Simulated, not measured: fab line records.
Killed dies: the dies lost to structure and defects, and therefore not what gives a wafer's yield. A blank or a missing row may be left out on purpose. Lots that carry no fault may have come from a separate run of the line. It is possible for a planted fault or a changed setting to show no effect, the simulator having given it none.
fab line records | flow n5-finfet
[record] lots = 7 wafers = 19 last-day = 17
route steps=1938 shown SDB@348 BEOL_M4@1111 PASSIVATION@1936
lots that met no fault: from a run of the same line without faults
start-h: start of the lot's first displayed wafer, in hours after the record's first day | wait-h: hours elapsed since this lot's preceding step | " repeats the value in the row above | L1.1+2: one row covering several wafers at once | - no value, or no start given | * or withheld: withheld | < > ~ a bound
route shown NAME@n: NAME is a module with steps in the file, n the number in the route of the first one | usual: mean and standard deviation over wafers with no fault | same: alike in all rows | chamber/n: place in a boat | sites: each site's reading | _std_site: their standard deviation | _edge_site: outer sites' mean less inner sites' | radius-mm: how far each site lies from the wafer's centre | mask NAME#n: copy n | behind: the most recent tool/chamber to have shaped the wafer | hold: what put the lot on hold/how long, in hours/how the hold closed | device: the transistor (n, p or np) that didn't switch | end of line: the tests these same wafers got at the end of their route | a step given without rows: its recipe and nothing more | killed: dies lost to structure and defects at the first sort, not the wafer's yield | map: per-die view of a wafer (x killed, . not killed, _ where there is no die)
set.NAME: setting as actually run; set.NAME@STEP: the setting as run at that earlier step | model.NAME: the simulator's own value behind a step, which no gauge read
lots at some steps of the route; a table a step, a row a wafer
services: from which hour (start-h, from the record's first day; less than 0 if before it) a tool's chamber was out of use, for how many hours, and why
[[steps]]
[step N5_SDB_COAT_03]
[recipe] resist = SOC temp-c = 250 time-s = 60 spin-rpm = 1500 resist-thk-nm = 100
[step N5_SDB_COAT_04]
[recipe] resist = SiARC temp-c = 220 time-s = 60 spin-rpm = 1500 resist-thk-nm = 18
[step N5_SDB_COAT_05]
[recipe] resist = CAR-ArF spin-rpm = 1500 resist-thk-nm = 90
[step N5_SDB_EBR_07]
[recipe] solvent = PGMEA ebr-width-mm = 1.5
[step N5_SDB_SOFTBAKE_06]
[recipe] temp-c = 110 time-s = 60 resist = CAR-ArF
[step N5_SDB_EXPOSE_08]
[recipe] mask-id = SDB na = 1.35 source-shape = conventional sigma-outer = 0.5 polarization = unpolarized dose-mj = 49.6
[step N5_SDB_PEB_09]
[recipe] peb-temp-c = withheld peb-time-s = 60 resist = CAR-ArF
[step N5_SDB_DEVELOP_10]
[recipe] develop-time-s = 30 developer = TMAH resist = CAR-ArF rinse-liquid = diw dry = air-spin dev-temp-c = 23
[step N5_SDB_CD_MEAS_11]
[recipe] target-cd-nm = 50 landing-energy-ev = 500 detector = se-inlens polarity = opening
[usual] cd-nm = 49.7/0.9
[same] landing-energy-ev = 500
// columns lot.wafer tool chamber start-h wait-h cd-nm
L845.1 cd-sem-03 0 83.53 - 51.8
L845.3 " 0 " " 50.9
L845.6 " 0 " " 51.7
L847.3 cd-sem-01 0 99.01 - 50.3
L847.4 " 0 " " 49.9
L847.5 " 0 " " 50.0
L852.5 cd-sem-02 0 128.28 - 50.5
L852.6 " 0 " " 50.1
L855.2 cd-sem-02 0 146.68 - 49.1
L855.5 " 0 " " 47.3
L857.3 cd-sem-01 0 159.85 - 50.1
L857.5 " 0 " " 50.6
L857.6 " 0 " " 49.2
L860.1 cd-sem-02 0 173.57 - 48.6
L860.2 " 0 " " 48.7
L860.4 " 0 " " 50.3
L865.1 cd-sem-03 0 208.98 - 49.4
L865.4 " 0 " " 50.1
L865.6 " 0 " " 49.4
[step N5_SDB_OVL_MEAS_12]
[recipe] points-per-wafer = 44
[usual] SDB_OVL = -0.4/0.69
// columns lot.wafer tool chamber start-h wait-h SDB_OVL[nm]
L845.1 overlay-01 0 83.56 0.0 0.5
L845.3 " 0 " " 0.1
L845.6 " 0 " " 0.2
L847.3 overlay-02 0 99.04 0.0 -0.9
L847.4 " 0 " " -1.4
L847.5 " 0 " " -0.4
L852.5 overlay-01 0 128.31 0.0 0.5
L852.6 " 0 " " -0.7
L855.2 overlay-01 0 146.71 0.0 -1.1
L855.5 " 0 " " 0.0
L857.3 overlay-01 0 159.88 0.0 -1.1
L857.5 " 0 " " 0.0
L857.6 " 0 " " -0.6
L860.1 overlay-02 0 173.60 0.0 -0.4
L860.2 " 0 " " 0.1
L860.4 " 0 " " -0.4
L865.1 overlay-02 0 209.01 0.0 0.9
L865.4 " 0 " " 0.1
L865.6 " 0 " " 0.0
[step N5_SDB_INSPECT_13]
[recipe] mode = adi inspect-instrument = brightfield
[usual] raw-defect-count = 68/29
// columns lot.wafer tool chamber start-h wait-h raw-defect-count
L845.1 defect-inspect-01 - 83.58 0.0 32
L845.3 " - " " 50
L845.6 " - " " 62
L847.3 defect-inspect-01 - 99.07 0.0 58
L847.4 " - " " 38
L847.5 " - " " 49
L852.5 defect-inspect-02 - 128.33 0.0 121
L852.6 " - " " 82
L855.2 defect-inspect-01 - 146.73 0.0 162
L855.5 " - " " 75
L857.3 defect-inspect-01 - 159.90 0.0 73
L857.5 " - " " 77
L857.6 " - " " 96
L860.1 defect-inspect-01 - 173.62 0.0 32
L860.2 " - " " 49
L860.4 " - " " 84
L865.1 defect-inspect-02 - 209.04 0.0 46
L865.4 " - " " 60
L865.6 " - " " 79
[step N5_SDB_DESCUM_16]
[recipe] chemistry = O2 time-s = 7.9 source-power-w = 50 bias-power-w = 20 pressure-mtorr = 20 rf-frequency-hz = 2.712e+07 temp-c = 40 resist = CAR-ArF o2-flow-sccm = 225
[usual] drypump-motor-current-A = 6.0/0.46 oes-product-au = 0.77/0.072 rf-vpp-V = 243.4/1.3 showerhead-plenum-p-Torr = 2.11/0.067 throttle-valve-pct = 20.38/0.19
// columns lot.wafer tool chamber start-h wait-h drypump-motor-current-A oes-product-au rf-hours-counter-h rf-vpp-V showerhead-plenum-p-Torr throttle-valve-pct
L845.1 rie-diel-04 3 83.62 0.0 5.7 0.75 156 244.9 2.18 20.10
L845.3 " 2 " " 5.7 0.70 211 243.4 2.16 20.13
L845.6 " 1 " " 5.7 0.82 - 244.2 2.11 20.57
L847.3 rie-diel-05 2 99.29 0.2 6.6 0.81 114 243.0 2.11 20.36
L847.4 " 3 " " 5.6 0.81 94 244.9 2.21 20.51
L847.5 " 3 " " 5.6 0.81 - 244.9 2.21 20.52
L852.5 rie-diel-04 3 128.38 0.0 5.6 0.73 - 245.7 2.17 20.14
L852.6 " 2 " " 5.7 0.69 - 244.9 2.15 20.17
L855.2 rie-diel-04 2 146.83 0.1 5.7 0.69 238 243.1 2.15 20.18
L855.5 " 2 " " 5.8 0.69 - 245.0 2.15 20.19
L857.3 rie-diel-04 2 159.93 0.0 5.7 0.68 243 244.1 2.15 20.21
L857.5 " 1 " " 5.7 0.78 - 244.3 2.09 20.64
L857.6 " 0 " " 6.6 0.70 - 240.5 1.98 20.24
L860.1 rie-diel-05 3 173.66 0.0 5.6 0.78 124 244.2 2.20 20.57
L860.2 " 2 " " 6.6 0.78 144 242.8 2.10 20.40
L860.4 " 3 " " 5.6 0.78 - 244.2 2.20 20.55
L865.1 rie-diel-05 0 209.51 0.5 5.6 0.81 99 241.7 2.02 20.23
L865.4 " 3 " " 5.6 0.77 142 244.0 2.19 20.58
L865.6 " 2 " " 6.6 0.75 - 243.4 2.09 20.42
[step N5_SDB_ETCH_17]
[recipe] chemistry = CF4 target = SiARC target-depth-a = 234 mask-material = CAR-ArF time-s = 39 ion-energy-ev = 80 pressure-mtorr = 40 source-w = 545 bias-w = 36 Ar_flow_sccm = 100 cf4-flow-sccm = 100 ends = cleared
[usual] drypump-motor-current-A = 6.0/0.47 etch-rf-on-time-s = 39.3/0.5 oes-product-au = 0.66/0.062 rf-vpp-V = 184.2/1 showerhead-plenum-p-Torr = 2.16/0.064 throttle-valve-pct = 15.59/0.16
// columns lot.wafer tool chamber start-h wait-h drypump-motor-current-A etch-rf-on-time-s oes-product-au rf-hours-counter-h rf-vpp-V showerhead-plenum-p-Torr throttle-valve-pct
L845.1 rie-diel-04 3 83.65 0.0 5.7 39.1 0.64 156 184.9 2.22 15.36
L845.3 " 2 " " 5.8 39.2 0.60 211 184.6 2.21 15.45
L845.6 " 1 " " 5.7 38.2 0.71 - 184.7 2.16 15.75
L847.3 rie-diel-05 2 99.33 0.0 6.6 39.5 0.68 114 184.0 2.15 15.56
L847.4 " 3 " " 5.6 39.2 0.69 94 184.2 2.25 15.65
L847.5 " 3 " " 5.6 38.8 0.69 - 186.0 2.25 15.65
L852.5 rie-diel-04 3 128.42 0.0 5.7 39.5 0.63 - 186.5 2.22 15.40
L852.6 " 2 " " 5.8 45.2 0.55 - 185.3 2.20 15.50
L855.2 rie-diel-04 2 146.87 0.0 5.8 44.8 0.54 238 184.4 2.20 15.53
L855.5 " 2 " " 5.8 39.1 0.58 - 184.3 2.20 15.51
L857.3 rie-diel-04 2 159.97 0.0 5.7 38.9 0.59 243 184.9 2.20 15.53
L857.5 " 1 " " 5.7 38.0 0.68 - 184.9 2.15 15.82
L857.6 " 0 " " 6.6 45.8 0.56 - 181.9 2.03 15.49
L860.1 rie-diel-05 3 173.71 0.0 5.6 39.9 0.66 124 185.3 2.24 15.72
L860.2 " 2 " " 6.6 39.9 0.66 144 183.3 2.14 15.62
L860.4 " 3 " " 5.5 39.2 0.67 - 183.9 2.24 15.72
L865.1 rie-diel-05 0 209.55 0.0 5.6 40.5 0.69 99 182.7 2.08 15.48
L865.4 " 3 " " 5.6 39.9 0.65 142 184.4 2.24 15.75
L865.6 " 2 " " 6.6 40.0 0.65 - 184.2 2.14 15.66
[step N5_SDB_ETCH_18]
[recipe] chemistry = N2/H2 target = SOC target-depth-a = 1000 overetch-a = 200 mask-material = SiARC temp-c = 40 time-s = 150 ion-energy-ev = 200 pressure-mtorr = 30 source-w = 840 bias-w = 150 n2-flow-sccm = 200 h2-flow-sccm = 200
[usual] drypump-motor-current-A = 6.0/0.47 oes-product-au = 0.69/0.063 rf-vpp-V = 524.4/2.4 showerhead-plenum-p-Torr = 2.56/0.079 throttle-valve-pct = 17.74/0.2
// columns lot.wafer tool chamber start-h wait-h drypump-motor-current-A oes-product-au rf-hours-counter-h rf-vpp-V showerhead-plenum-p-Torr throttle-valve-pct
L845.1 rie-diel-04 3 83.69 0.0 5.6 0.68 156 525.0 2.64 17.51
L845.3 " 2 " " 5.7 0.63 211 525.4 2.62 17.62
L845.6 " 1 " " 5.7 0.73 - 526.6 2.57 18.06
L847.3 rie-diel-05 2 99.36 0.0 6.6 0.73 114 524.3 2.56 17.69
L847.4 " 3 " " 5.6 0.72 94 527.6 2.67 17.75
L847.5 " 3 " " 5.5 0.73 - 527.6 2.67 17.74
L852.5 rie-diel-04 3 128.50 0.1 5.7 0.66 - 526.9 2.64 17.53
L852.6 " 2 " " 5.7 0.62 - 525.8 2.62 17.63
L855.2 rie-diel-04 2 146.90 0.0 5.7 0.62 238 526.6 2.61 17.65
L855.5 " 2 " " 5.8 0.61 - 525.2 2.61 17.66
L857.3 rie-diel-04 2 160.00 0.0 5.7 0.61 243 524.2 2.61 17.67
L857.5 " 1 " " 5.7 0.70 - 524.0 2.55 18.11
L857.6 " 0 " " 6.6 0.63 - 518.7 2.41 17.66
L860.1 rie-diel-05 3 173.76 0.0 5.5 0.70 124 527.9 2.66 17.79
L860.2 " 2 " " 6.6 0.70 144 524.1 2.55 17.76
L860.4 " 3 " " 5.6 0.71 - 526.2 2.66 17.81
L865.1 rie-diel-05 0 209.58 0.0 5.6 0.72 99 520.9 2.45 17.53
L865.4 " 3 " " 5.6 0.69 142 525.8 2.65 17.82
L865.6 " 2 " " 6.6 0.68 - 523.7 2.54 17.78
[step N5_BEOL_M4_RC_MEAS_101]
[usual] DIBL_N = 36.3/1.2 DIBL_P = 36.1/1.6 IOFF_N = 0.161/0.023 IOFF_P = 0.209/0.027 ION_N = 676/8.9 ION_P = 462/5.3 SS_N = 71.5/0.51 SS_P = 73.2/0.5 VT_N = 249.1/2.5 VT_P = -249.9/2.8
// columns lot.wafer tool chamber start-h wait-h DIBL_N[mV/V] DIBL_P[mV/V] IOFF_N[nA/um] IOFF_P[nA/um] ION_N[uA/um] ION_P[uA/um] SS_N[mV/dec] SS_P[mV/dec] VT_N[mV] VT_P[mV]
L845.1 prober-02 0 182.03 0.0 35.4 34.6 0.138 0.187 670 460 71.3 72.8 252.4 -251.8
L845.3 " 0 " " 34.7 33.9 0.127 0.180 667 457 71.2 72.4 254.7 -250.7
L845.6 " 0 " " 35.0 34.1 0.129 0.174 673 462 70.6 72.8 253.5 -251.3
L847.3 prober-02 0 196.89 0.3 39.4 39.3 0.240 0.321 689 465 71.8 73.9 243.6 -242.6
L847.4 " 0 " " 35.7 34.6 0.152 0.226 670 468 70.9 72.7 250.1 -244.9
L847.5 " 0 " " 36.5 35.4 0.160 0.238 673 471 70.8 72.8 246.7 -245.7
L852.5 prober-01 0 226.93 0.6 35.5 35.3 0.141 0.185 663 454 70.9 72.8 251.1 -250.0
L852.6 " 0 " " 36.2 36.4 0.150 0.196 673 457 70.7 73.0 248.3 -250.7
L855.2 prober-02 0 241.55 0.2 35.6 34.5 0.137 0.185 660 454 71.6 72.6 250.5 -252.4
L855.5 " 0 " " 37.2 36.1 0.157 0.204 668 459 72.2 73.9 253.0 -250.1
L857.3 prober-02 0 249.34 0.3 36.2 36.4 0.166 0.206 669 459 71.3 73.2 250.0 -250.2
L857.5 " 0 " " 35.1 35.6 0.157 0.204 681 469 72.0 72.9 249.4 -250.6
L857.6 " 0 " " 34.9 34.8 0.150 0.186 668 459 71.0 72.8 251.0 -250.7
L860.1 prober-02 0 274.69 0.0 36.8 35.9 0.171 0.228 679 469 71.4 74.8 248.3 -247.6
L860.2 " 0 " " 37.9 36.5 0.191 0.233 693 464 72.0 73.5 246.8 -248.7
L860.4 " 0 " " 38.8 37.4 0.210 0.256 691 472 72.1 74.3 245.5 -249.8
L865.1 prober-01 0 310.21 0.0 34.6 33.6 0.125 0.169 669 460 71.2 73.0 252.8 -252.1
L865.4 " 0 " " 35.6 34.4 0.136 0.179 672 460 71.8 73.0 252.2 -250.3
L865.6 " 0 " " 36.8 36.1 0.154 0.201 677 459 71.5 73.3 249.4 -251.0
[step N5_PASSIVATION_PROBE_49]
[usual] defect-limited-yield = 91.3/1.5 killed_at_M0_to_M3 = 35/10 killed_at_M4_up = 13/5.3 killed-at-contacts = 12/5.7 killed-at-front-end = 39/11 killed-at-other = 3.3/2.7 killed-dies = 102/18 killed-open = 67/13 killed-short = 34/7.8 sort_bin_5_function = 5.1/1 sort_bin_6_memory = 3.3/0.68 sort-n-pass = 1078/18 sort-yield-pct = 91.3/1.5
[same] gross-dies = 1180 killed-at-back-side = 0 sort_bin_4_leakage[%] = 0 sort_bin_8_speed[%] = 0
// columns lot.wafer tool chamber start-h wait-h defect-limited-yield[%] killed_at_M0_to_M3 killed_at_M4_up killed-at-contacts killed-at-front-end killed-at-other killed-dies killed-open killed-short sort_bin_5_function[%] sort_bin_6_memory[%] sort-n-pass sort-yield-pct[%]
L855.2 prober-02 - 341.69 0.7 90.7 28 22 16 43 1 110 69 40 5.8 3.1 1070 90.7
L855.5 prober-02 - 341.84 0.9 88.6 26 27 19 61 1 134 93 37 6.4 4.6 1046 88.6
// killed by level:class
L855.2 BEOL_M4:geometric-particle:open=17 MOL_CONTACT_COAG:geometric-particle:open=12 FIN_SAQP:geometric-particle:short=11 BEOL_M1:geometric-particle:open=8 STI_FIN_REVEAL:geometric-particle:open=6 STARTING-WAFER:geometric-particle:short=6 FIN_SAQP:geometric-particle:open=5 ILD0:geometric-particle:short=5
L855.5 STI_FIN_REVEAL:geometric-particle:open=29 MOL_CONTACT_COAG:geometric-particle:open=17 BEOL_M4:geometric-particle:open=11 STI_FIN_REVEAL:geometric-particle:short=8 BEOL_M4:geometric-particle:short=7 FIN_SAQP:geometric-particle:open=6 FIN_SAQP:geometric-particle:short=5 BEOL_M0_SAQP:geometric-particle:short=5
[[services]]
// columns tool chamber start-h hours kind
rie-diel-04 - 101.30 0.5 repair
rie-diel-05 2 119.71 1.5 repair
rie-diel-04 1 160.26 9.4 repair
rie-diel-05 1 168.24 - clean
rie-diel-05 1 168.24 - consumable-replace:esc
rie-diel-05 1 168.24 - consumable-replace:focus-ring
rie-diel-05 1 168.24 23.1 scheduled-down
rie-diel-05 1 168.24 23.1 vent-cycle
rie-diel-04 2 175.20 - clean
rie-diel-04 2 175.20 - consumable-replace:focus-ring
rie-diel-04 2 175.20 17.6 scheduled-down
rie-diel-04 2 175.20 17.6 vent-cycle
[[key]]
[first-sign] step = N5_SDB_ETCH_17 reading = etch-rf-on-time-s direction = up sigmas = 12 usual = * struck = *
effect none on later readings
met-at N5_SDB_ETCH_17
struck-wafers L852.6,L855.2,L857.6
onset-between 83.65 128.42
[fault] kind = process-parameter-drift tool = rie-diel-04 chamber = - onset-h = 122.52 steps = N5_SDB_ETCH_17 channel = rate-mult offset = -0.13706 shape = step end-h = 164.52 scope = struck-wafers-only
